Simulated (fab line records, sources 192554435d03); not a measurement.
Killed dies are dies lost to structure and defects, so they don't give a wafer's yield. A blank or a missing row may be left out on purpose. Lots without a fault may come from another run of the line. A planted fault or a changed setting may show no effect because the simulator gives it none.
fab line records | flow n5_finfet
record lots=24 wafers=72 last_day=17
route steps=1938 shown BEOL_M1@786
lots that met no fault: from a run of the same line without faults
start_h: hours from the record's first day to the start of the lot's first wafer shown | wait_h: hours since the lot's step before | " the same as in the row above | L1.1+2: a row that stands for several wafers | - no value, or no start given | * or withheld: withheld | < > ~ a bound
route shown NAME@n: a module of which the file shows steps, and the number in the route of the first | usual: mean/standard deviation of fault-free wafers | same: alike in all rows | chamber/n: place in a boat | sites: the reading at each site | _std_site: their standard deviation | _edge_site: outer sites' mean less inner sites' | radius_mm: how far each site lies from the wafer's centre | mask NAME#n: copy n | behind: the tool/chamber that last shaped the wafer | hold: why the lot was held/for how many hours/how that ended | device: the transistor (n, p or np) that didn't switch | end of line: the same wafers' tests at the end of the route | a step without rows: its recipe alone | killed: dies lost to structure and defects at the first sort, not the wafer's yield | map: a wafer's dies, x killed, . not, _ none there
set.NAME: the setting as run; set.NAME@STEP: as run at that earlier step | model.NAME: the simulator's own value behind a step, which no gauge read
steps of the route over a sample of lots; a table a step, a row a wafer
services: from which hour (start_h, from the record's first day; less than 0 if before it) a tool's chamber was out of use, for how many hours, and why
## steps
# step N5_BEOL_M1_CD_MEAS_28
# recipe landing_energy_ev=500 detector=se_inlens target_cd_y_nm=23.3
# usual cd_nm=24.07/0.27
# columns lot.wafer tool chamber start_h wait_h cd_nm
L074.2 cd_sem-02 0 125.40 - 23.93
L074.4 " 0 " " 23.93
L074.6 " 0 " " 23.54
L075.2 cd_sem-02 0 128.15 - 24.13
L075.5 " 0 " " 24.18
L075.6 " 0 " " 24.20
L076.3 cd_sem-02 0 128.92 - 24.15
L076.4 " 0 " " 23.93
L076.5 " 0 " " 23.95
L077.1 cd_sem-02 0 142.79 - 24.12
L077.2 " 0 " " 23.56
L077.5 " 0 " " 23.70
L078.1 cd_sem-02 0 144.51 - 24.05
L078.4 " 0 " " 24.16
L078.6 " 0 " " 23.85
L079.2 cd_sem-02 0 148.17 - 23.80
L079.4 " 0 " " 23.97
L079.6 " 0 " " 24.09
L080.2 cd_sem-02 0 153.80 - 24.14
L080.4 " 0 " " 24.27
L080.5 " 0 " " 23.73
L081.4 cd_sem-02 0 163.84 - 24.44
L081.5 " 0 " " 24.06
L081.6 " 0 " " 23.82
L082.3 cd_sem-03 0 169.66 - 23.85
L082.5 " 0 " " 24.17
L082.6 " 0 " " 24.09
L083.3 cd_sem-03 0 181.45 - 24.15
L083.4 " 0 " " 24.01
L083.6 " 0 " " 23.90
L084.1 cd_sem-03 0 185.00 - 24.55
L084.3 " 0 " " 24.65
L084.4 " 0 " " 24.02
L085.2 cd_sem-02 0 192.70 - 24.21
L085.3 " 0 " " 23.85
L085.6 " 0 " " 23.74
L086.2 cd_sem-03 0 200.11 - 24.02
L086.3 " 0 " " 24.15
L086.6 " 0 " " 23.78
L087.2 cd_sem-01 0 203.87 - 24.41
L087.4 " 0 " " 24.51
L087.6 " 0 " " 23.59
L089.1 cd_sem-01 0 216.60 - 24.28
L089.4 " 0 " " 24.54
L089.6 " 0 " " 24.14
L088.2 cd_sem-03 0 216.97 - 24.04
L088.4 " 0 " " 24.36
L088.6 " 0 " " 24.44
L090.2 cd_sem-01 0 217.07 - 24.02
L090.4 " 0 " " 24.07
L090.6 " 0 " " 23.84
L091.3 cd_sem-03 0 219.87 - 24.02
L091.4 " 0 " " 24.06
L091.6 " 0 " " 23.94
L092.1 cd_sem-02 0 233.28 - 24.02
L092.3 " 0 " " 23.44
L092.4 " 0 " " 23.80
L094.1 cd_sem-02 0 239.18 - 24.56
L094.4 " 0 " " 24.28
L094.6 " 0 " " 24.15
L093.4 cd_sem-01 0 239.43 - 23.95
L093.5 " 0 " " 24.02
L093.6 " 0 " " 24.13
L095.2 cd_sem-02 0 249.36 - 24.07
L095.5 " 0 " " 23.38
L095.6 " 0 " " 23.97
L096.2 cd_sem-03 0 251.80 - 23.96
L096.4 " 0 " " 24.27
L096.5 " 0 " " 24.17
L097.2 cd_sem-01 0 261.64 - 24.24
L097.5 " 0 " " 24.26
L097.6 " 0 " " 24.36
# step N5_BEOL_M1_STRIP_36
# recipe chemistry=N2/H2 power_w=450 temp_c=40 pressure_mtorr=20 rf_frequency_hz=6e+07 overash_fraction=0.3 bias_power_w=7 h2_frac=0.5 n2_flow_sccm=200 h2_flow_sccm=200
# usual drypump_motor_current_A=6.0/0.31 oes_product_au=0.81/0.1 rf_vpp_V=59.2/1.4 showerhead_plenum_p_Torr=2.57/0.086 throttle_valve_pct=23.74/0.27
# columns lot.wafer tool chamber start_h wait_h drypump_motor_current_A oes_product_au rf_hours_counter_h rf_vpp_V showerhead_plenum_p_Torr throttle_valve_pct
L074.2 rie_diel-02 2 126.73 0.0 6.2 0.69 232 59.9 2.43 24.37
L074.4 " 0 " " 5.6 0.74 167 61.2 2.65 23.77
L074.6 " 3 " " 6.1 0.70 - 58.8 2.59 23.97
L075.2 rie_diel-01 0 129.32 0.0 6.1 0.69 247 56.1 2.62 23.87
L075.5 " 1 " " 6.2 0.79 - 61.8 2.55 23.34
L075.6 " 0 " " 6.1 0.69 - 58.1 2.62 23.88
L076.3 rie_diel-01 3 134.45 0.0 5.9 0.76 158 59.2 2.43 23.59
L076.4 " 0 " " 6.1 0.68 247 57.8 2.61 23.86
L076.5 " 3 " " 5.9 0.77 - 59.0 2.43 23.61
L077.1 rie_diel-01 1 143.62 0.0 6.2 0.79 116 58.9 2.55 23.33
L077.2 " 2 " " 5.6 0.93 16 58.3 2.60 23.50
L077.5 " 2 " " 5.6 0.93 - 58.6 2.60 23.52
L078.1 rie_diel-05 1 156.04 0.0 5.5 0.80 136 57.9 2.48 24.26
L078.4 " 3 " " 6.1 0.74 172 63.4 2.62 23.69
L078.6 " 0 " " 5.5 0.76 - 57.3 2.53 23.81
L079.2 rie_diel-05 0 156.40 0.0 5.6 0.76 189 59.6 2.53 23.81
L079.4 " 2 " " 5.7 0.89 33 59.6 2.48 23.77
L079.6 " 0 " " 5.6 0.76 - 58.7 2.53 23.83
L080.2 rie_diel-05 1 159.04 0.0 5.5 0.80 137 57.6 2.48 24.30
L080.4 " 2 " " 5.7 0.91 34 57.5 2.48 23.78
L080.5 " 2 " " 5.7 0.88 - 61.3 2.48 23.80
L081.4 rie_diel-01 2 168.15 0.0 5.6 0.90 25 60.6 2.59 23.48
L081.5 " 2 " " 5.5 0.91 - 60.0 2.59 23.51
L081.6 " 3 " " 5.9 0.75 - 57.4 2.42 23.59
L082.3 rie_diel-02 0 171.35 0.0 5.6 0.72 - 59.0 2.65 23.81
L082.5 " 0 " " 5.6 0.73 - 59.3 2.65 23.77
L082.6 " 2 " " 6.1 0.67 - 57.7 2.42 24.36
L083.3 rie_diel-02 3 183.74 0.0 6.1 0.99 4 56.8 2.58 23.43
L083.4 " 0 " " 5.6 0.73 - 61.2 2.64 23.79
L083.6 " 1 " " 6.6 0.72 - 59.0 2.53 23.76
L084.1 rie_diel-02 1 187.17 0.0 6.6 0.71 174 59.4 2.53 23.75
L084.3 " 1 " " 6.6 0.72 - 59.5 2.53 23.76
L084.4 " 3 " " 6.1 1.00 - 56.9 2.58 23.40
L085.2 rie_diel-01 2 193.68 0.0 5.6 0.89 33 60.2 2.59 23.55
L085.3 " 1 " " 6.3 0.78 132 60.1 2.54 23.38
L085.6 " 1 " " 6.2 0.77 - 58.6 2.54 23.37
L086.2 rie_diel-02 1 202.01 0.0 6.5 0.70 181 56.7 2.53 23.72
L086.3 " 3 " " 6.1 0.97 12 60.7 2.58 23.44
L086.6 " 0 " " 5.6 0.72 - 60.2 2.64 23.82
L087.2 rie_diel-01 0 207.12 0.0 6.1 0.95 13 58.8 2.61 23.49
L087.4 " 2 " " 5.6 0.88 37 57.9 2.59 23.52
L087.6 " 0 " " 6.1 0.93 - 60.5 2.61 23.51
L089.1 rie_diel-02 2 217.29 0.0 6.2 0.96 7 59.4 2.74 24.07
L089.4 " 3 " " 6.1 0.93 16 58.3 2.57 23.48
L089.6 " 2 " " 6.2 0.95 - 59.1 2.74 24.04
L088.2 rie_diel-02 3 218.35 0.0 6.1 0.96 17 59.5 2.57 23.47
L088.4 " 1 " " 6.6 0.69 187 59.1 2.53 23.75
L088.6 " 3 " " 6.1 0.95 - 61.2 2.57 23.45
L090.2 rie_diel-05 3 218.54 0.0 6.1 0.72 193 56.8 2.62 23.76
L090.4 " 1 " " 5.5 0.77 153 59.2 2.47 24.29
L090.6 " 1 " " 5.5 0.78 - 57.4 2.47 24.29
L091.3 rie_diel-05 0 223.45 0.0 5.5 0.74 210 61.0 2.52 23.86
L091.4 " 3 " " 6.1 0.73 194 60.3 2.61 23.78
L091.6 " 2 " " 5.7 0.86 - 61.2 2.47 23.82
L092.1 rie_diel-02 2 233.91 0.0 6.1 0.95 11 61.8 2.74 24.06
L092.3 " 3 " " 6.1 0.93 21 58.6 2.57 23.48
L092.4 " 2 " " 6.1 0.96 - 62.3 2.74 24.09
L094.1 rie_diel-02 0 244.74 0.0 5.6 0.70 204 58.9 2.64 23.83
L094.4 " 1 " " 6.6 0.70 192 58.0 2.53 23.75
L094.6 " 2 " " 6.1 0.95 - 59.6 2.74 24.08
L093.4 rie_diel-01 0 250.61 0.0 6.1 0.90 26 60.9 2.60 23.49
L093.5 " 0 " " 6.1 0.89 - 60.5 2.60 23.52
L093.6 " 1 " " 6.2 0.75 - 58.9 2.54 23.37
L095.2 rie_diel-01 2 254.51 0.0 5.5 0.85 51 58.7 2.58 23.53
L095.5 " 3 " " 5.9 0.72 - 59.0 2.41 23.63
L095.6 " 0 " " 6.1 0.89 - 57.9 2.60 23.50
L096.2 rie_diel-02 3 260.60 0.0 6.1 0.92 27 60.6 2.57 23.45
L096.4 " 2 " " 6.1 0.91 - 59.2 2.74 24.07
L096.5 " 3 " " 6.1 0.92 - 58.1 2.57 23.46
L097.2 rie_diel-02 0 263.53 0.0 5.6 0.70 210 59.8 2.63 23.81
L097.5 " 3 " " 6.1 0.92 - 59.0 2.57 23.44
L097.6 " 0 " " 5.6 0.70 - 61.3 2.63 23.83
# step N5_BEOL_M1_CD_MEAS_35
# recipe target_cd_nm=18 target_cd_y_nm=21 polarity=opening
# usual cd_nm=18.0/0.44
# columns lot.wafer tool chamber start_h wait_h cd_nm
L074.2 cd_sem-02 - 127.08 0.0 17.9
L074.4 " - " " 17.8
L074.6 " - " " 17.8
L075.2 cd_sem-01 - 129.67 0.0 17.0
L075.5 " - " " 17.9
L075.6 " - " " 17.5
L076.3 cd_sem-02 - 134.80 0.0 18.4
L076.4 " - " " 17.6
L076.5 " - " " 17.8
L077.1 cd_sem-01 - 143.97 0.0 18.1
L077.2 " - " " 17.8
L077.5 " - " " 18.3
L078.1 cd_sem-02 - 156.39 0.0 18.7
L078.4 " - " " 18.0
L078.6 " - " " 18.4
L079.2 cd_sem-02 - 156.75 0.0 18.4
L079.4 " - " " 18.4
L079.6 " - " " 18.7
L080.2 cd_sem-02 - 159.39 0.0 18.5
L080.4 " - " " 18.1
L080.5 " - " " 18.4
L081.4 cd_sem-03 - 168.50 0.0 18.0
L081.5 " - " " 17.8
L081.6 " - " " 18.5
L082.3 cd_sem-01 - 171.77 0.0 17.6
L082.5 " - " " 17.8
L082.6 " - " " 17.9
L083.3 cd_sem-02 - 184.09 0.0 17.9
L083.4 " - " " 18.2
L083.6 " - " " 18.1
L084.1 cd_sem-02 - 187.60 0.0 18.2
L084.3 " - " " 18.4
L084.4 " - " " 17.8
L085.2 cd_sem-02 - 194.03 0.0 18.1
L085.3 " - " " 17.9
L085.6 " - " " 18.2
L086.2 cd_sem-01 - 202.36 0.0 18.2
L086.3 " - " " 18.0
L086.6 " - " " 17.9
L087.2 cd_sem-01 - 207.48 0.0 18.5
L087.4 " - " " 18.1
L087.6 " - " " 18.7
L089.1 cd_sem-01 - 217.63 0.0 18.3
L089.4 " - " " 17.8
L089.6 " - " " 18.2
L088.2 cd_sem-01 - 218.70 0.0 17.8
L088.4 " - " " 18.1
L088.6 " - " " 18.0
L090.2 cd_sem-01 - 218.89 0.0 17.7
L090.4 " - " " 17.6
L090.6 " - " " 17.8
L091.3 cd_sem-01 - 223.81 0.0 17.9
L091.4 " - " " 18.5
L091.6 " - " " 17.3
L092.1 cd_sem-02 - 234.25 0.0 18.2
L092.3 " - " " 17.4
L092.4 " - " " 18.6
L094.1 cd_sem-02 - 245.08 0.0 17.7
L094.4 " - " " 18.4
L094.6 " - " " 18.0
L093.4 cd_sem-03 - 250.96 0.0 17.9
L093.5 " - " " 17.2
L093.6 " - " " 18.0
L095.2 cd_sem-03 - 254.86 0.0 19.1
L095.5 " - " " 19.2
L095.6 " - " " 19.6
L096.2 cd_sem-02 - 260.95 0.0 18.2
L096.4 " - " " 18.0
L096.5 " - " " 17.2
L097.2 cd_sem-03 - 263.88 0.0 18.0
L097.5 " - " " 17.9
L097.6 " - " " 18.1
# step N5_BEOL_M1_PRE_CLEAN_45
# recipe gas=H2/He time_s=30 temp_c=250
# usual heater_power_w=329/35
# same time_s=30
# columns lot.wafer tool chamber start_h wait_h heater_power_w
L074.2 pvd_sputter-03 - 127.25 0.0 335
L074.4 " - " " 318
L074.6 " - " " 318
L075.2 pvd_sputter-01 - 129.99 0.0 332
L075.5 " - " " 281
L075.6 " - " " 367
L076.3 pvd_sputter-01 - 135.13 0.0 307
L076.4 " - " " 332
L076.5 " - " " 373
L077.1 pvd_sputter-03 - 144.08 0.0 312
L077.2 " - " " 293
L077.5 " - " " 334
L078.1 pvd_sputter-01 - 156.55 0.0 338
L078.4 " - " " 327
L078.6 " - " " 373
L079.2 pvd_sputter-01 - 157.07 0.0 274
L079.4 " - " " 369
L079.6 " - " " 327
L080.2 pvd_sputter-03 - 159.54 0.0 282
L080.4 " - " " 304
L080.5 " - " " 319
L081.4 pvd_sputter-02 - 170.83 0.0 399
L081.5 " - " " 394
L081.6 " - " " 339
L082.3 pvd_sputter-02 - 172.63 0.0 344
L082.5 " - " " 346
L082.6 " - " " 402
L083.3 pvd_sputter-02 - 184.55 0.0 408
L083.4 " - " " 341
L083.6 " - " " 338
L084.1 pvd_sputter-02 - 188.35 0.0 303
L084.3 " - " " 334
L084.4 " - " " 339
L085.2 pvd_sputter-02 - 194.69 0.0 408
L085.3 " - " " 344
L085.6 " - " " 388
L086.2 pvd_sputter-01 - 202.49 0.0 373
L086.3 " - " " 269
L086.6 " - " " 344
L087.2 pvd_sputter-02 - 207.83 0.0 348
L087.4 " - " " 302
L087.6 " - " " 342
L089.1 pvd_sputter-01 - 218.20 0.0 328
L089.4 " - " " 278
L089.6 " - " " 309
L088.2 pvd_sputter-01 - 218.79 0.0 271
L088.4 " - " " 309
L088.6 " - " " 269
L090.2 pvd_sputter-03 - 218.97 0.0 322
L090.4 " - " " 288
L090.6 " - " " 287
L091.3 pvd_sputter-01 - 224.29 0.0 273
L091.4 " - " " 367
L091.6 " - " " 332
L092.1 pvd_sputter-02 - 234.34 0.0 345
L092.3 " - " " 340
L092.4 " - " " 308
L094.1 pvd_sputter-02 - 245.24 0.0 339
L094.4 " - " " 343
L094.6 " - " " 345
L093.4 pvd_sputter-02 - 251.46 0.0 409
L093.5 " - " " 342
L093.6 " - " " 404
L095.2 pvd_sputter-03 - 255.34 0.0 321
L095.5 " - " " 304
L095.6 " - " " 324
L096.2 pvd_sputter-03 - 261.30 0.0 319
L096.4 " - " " 335
L096.5 " - " " 322
L097.2 pvd_sputter-03 - 264.20 0.0 303
L097.5 " - " " 321
L097.6 " - " " 281
# step N5_BEOL_M1_SURFACE_TREAT_85
# recipe gas=Ar time_s=* ion_energy_ev=* ion_current_ma_cm2=0.5 pressure_mtorr=* ar_flow_sccm=30
# usual pressure_mtorr=* throttle_valve_pct=*
# same time_s=*
# columns lot.wafer tool chamber start_h wait_h pressure_mtorr throttle_valve_pct
L074.2 pvd_sputter-02 - 127.59 0.2 * *
L074.4 " - " " * *
L074.6 " - " " * *
L075.2 pvd_sputter-01 - 130.35 0.2 * *
L075.5 " - " " * *
L075.6 " - " " * *
L076.3 pvd_sputter-01 - 135.57 0.1 * *
L076.4 " - " " * *
L076.5 " - " " * *
L077.1 pvd_sputter-01 - 144.38 0.1 * *
L077.2 " - " " * *
L077.5 " - " " * *
L078.1 pvd_sputter-02 - 156.87 0.2 * *
L078.4 " - " " * *
L078.6 " - " " * *
L079.2 pvd_sputter-03 - 158.96 1.6 * *
L079.4 " - " " * *
L079.6 " - " " * *
L080.2 pvd_sputter-03 - 159.84 0.1 * *
L080.4 " - " " * *
L080.5 " - " " * *
L081.4 pvd_sputter-02 - 171.19 0.1 * *
L081.5 " - " " * *
L081.6 " - " " * *
L082.3 pvd_sputter-02 - 173.27 0.4 * *
L082.5 " - " " * *
L082.6 " - " " * *
L083.3 pvd_sputter-02 - 185.02 0.2 * *
L083.4 " - " " * *
L083.6 " - " " * *
L084.1 pvd_sputter-01 - 188.69 0.2 * *
L084.3 " - " " * *
L084.4 " - " " * *
L085.2 pvd_sputter-03 - 195.04 0.2 * *
L085.3 " - " " * *
L085.6 " - " " * *
L086.2 pvd_sputter-03 - 202.84 0.2 * *
L086.3 " - " " * *
L086.6 " - " " * *
L087.2 pvd_sputter-01 - 208.13 0.1 * *
L087.4 " - " " * *
L087.6 " - " " * *
L089.1 pvd_sputter-03 - 218.55 0.2 * *
L089.4 " - " " * *
L089.6 " - " " * *
L088.2 pvd_sputter-02 - 219.15 0.2 * *
L088.4 " - " " * *
L088.6 " - " " * *
L090.2 pvd_sputter-03 - 220.89 1.7 * *
L090.4 " - " " * *
L090.6 " - " " * *
L091.3 pvd_sputter-01 - 226.40 1.9 * *
L091.4 " - " " * *
L091.6 " - " " * *
L092.1 pvd_sputter-03 - 235.40 0.9 * *
L092.3 " - " " * *
L092.4 " - " " * *
L094.1 pvd_sputter-02 - 245.54 0.1 * *
L094.4 " - " " * *
L094.6 " - " " * *
L093.4 pvd_sputter-02 - 251.96 0.2 * *
L093.5 " - " " * *
L093.6 " - " " * *
L095.2 pvd_sputter-02 - 255.88 0.2 * *
L095.5 " - " " * *
L095.6 " - " " * *
L096.2 pvd_sputter-01 - 261.61 0.1 * *
L096.4 " - " " * *
L096.5 " - " " * *
L097.2 pvd_sputter-01 - 264.54 0.2 * *
L097.5 " - " " * *
L097.6 " - " " * *
# step N5_BEOL_M1_SPUTTER_88
# recipe material=Cu target_thk_a=45 temp_c=-20 chamber_pressure_pa=0.07 power_w=withheld time_s=8.29
# usual throttle_valve_pct=29.9/0.97
# same time_s=8.29
# columns lot.wafer tool chamber start_h wait_h throttle_valve_pct
L074.2 pvd_sputter-02 - 128.79 0.1 30.3
L074.4 " - " " 30.4
L074.6 " - " " 30.2
L075.2 pvd_sputter-01 - 131.51 0.1 27.9
L075.5 " - " " 30.5
L075.6 " - " " 27.9
L076.3 pvd_sputter-02 - 136.86 0.1 30.2
L076.4 " - " " 30.4
L076.5 " - " " 30.4
L077.1 pvd_sputter-01 - 145.57 0.1 30.5
L077.2 " - " " 29.7
L077.5 " - " " 30.4
L078.1 pvd_sputter-03 - 158.00 0.1 30.3
L078.4 " - " " 29.6
L078.6 " - " " 31.2
L079.2 pvd_sputter-01 - 160.11 0.1 27.5
L079.4 " - " " 29.8
L079.6 " - " " 30.7
L080.2 pvd_sputter-03 - 160.96 0.1 31.4
L080.4 " - " " 28.6
L080.5 " - " " 30.2
L081.4 pvd_sputter-01 - 172.36 0.0 30.6
L081.5 " - " " 30.0
L081.6 " - " " 27.7
L082.3 pvd_sputter-02 - 174.51 0.1 30.1
L082.5 " - " " 30.4
L082.6 " - " " 30.4
L083.3 pvd_sputter-03 - 187.76 0.1 31.2
L083.4 " - " " 30.1
L083.6 " - " " 29.7
L084.1 pvd_sputter-01 - 190.02 0.1 27.6
L084.3 " - " " 29.8
L084.4 " - " " 30.7
L085.2 pvd_sputter-02 - 196.23 0.1 30.5
L085.3 " - " " 30.2
L085.6 " - " " 30.2
L086.2 pvd_sputter-01 - 206.56 0.1 27.7
L086.3 " - " " 30.8
L086.6 " - " " 30.7
L087.2 pvd_sputter-03 - 209.32 0.1 29.5
L087.4 " - " " 29.9
L087.6 " - " " 29.6
L089.1 pvd_sputter-01 - 219.83 0.1 30.4
L089.4 " - " " 30.1
L089.6 " - " " 30.2
L088.2 pvd_sputter-03 - 221.81 0.1 31.2
L088.4 " - " " 29.5
L088.6 " - " " 28.3
L090.2 pvd_sputter-01 - 222.24 0.1 29.9
L090.4 " - " " 30.6
L090.6 " - " " 30.5
L091.3 pvd_sputter-02 - 227.52 0.1 30.4
L091.4 " - " " 30.7
L091.6 " - " " 30.4
L092.1 pvd_sputter-01 - 237.07 0.1 30.0
L092.3 " - " " 27.7
L092.4 " - " " 30.4
L094.1 pvd_sputter-02 - 246.64 0.1 30.4
L094.4 " - " " 30.4
L094.6 " - " " 30.1
L093.4 pvd_sputter-02 - 253.14 0.1 30.4
L093.5 " - " " 30.5
L093.6 " - " " 30.5
L095.2 pvd_sputter-02 - 258.74 0.1 30.5
L095.5 " - " " 30.4
L095.6 " - " " 30.4
L096.2 pvd_sputter-01 - 262.86 0.1 27.6
L096.4 " - " " 29.8
L096.5 " - " " 30.0
L097.2 pvd_sputter-03 - 265.76 0.1 28.7
L097.5 " - " " 31.4
L097.6 " - " " 28.5
## services
# columns tool chamber start_h hours kind
rie_diel-05 - 126.82 0.3 repair
rie_diel-01 0 143.24 - clean
rie_diel-01 0 143.24 - consumable_replace:focus_ring
rie_diel-01 0 143.24 20.1 scheduled_down
rie_diel-01 0 143.24 20.1 vent_cycle
rie_diel-02 3 154.69 - clean
rie_diel-02 3 154.69 - consumable_replace:focus_ring
rie_diel-02 3 154.69 18.8 scheduled_down
rie_diel-02 3 154.69 18.8 vent_cycle
rie_diel-02 1 166.73 11.3 repair
rie_diel-01 - 169.77 0.6 repair
rie_diel-02 2 178.35 - clean
rie_diel-02 2 178.35 - consumable_replace:focus_ring
rie_diel-02 2 178.35 - consumable_replace:showerhead
rie_diel-02 2 178.35 19.3 scheduled_down
rie_diel-02 2 178.35 19.3 vent_cycle
rie_diel-02 1 179.29 2.0 repair
rie_diel-02 0 186.27 8.8 repair
rie_diel-05 1 197.71 7.7 repair
rie_diel-02 1 230.86 7.7 repair
rie_diel-02 2 237.49 1.5 repair
## key
fault none
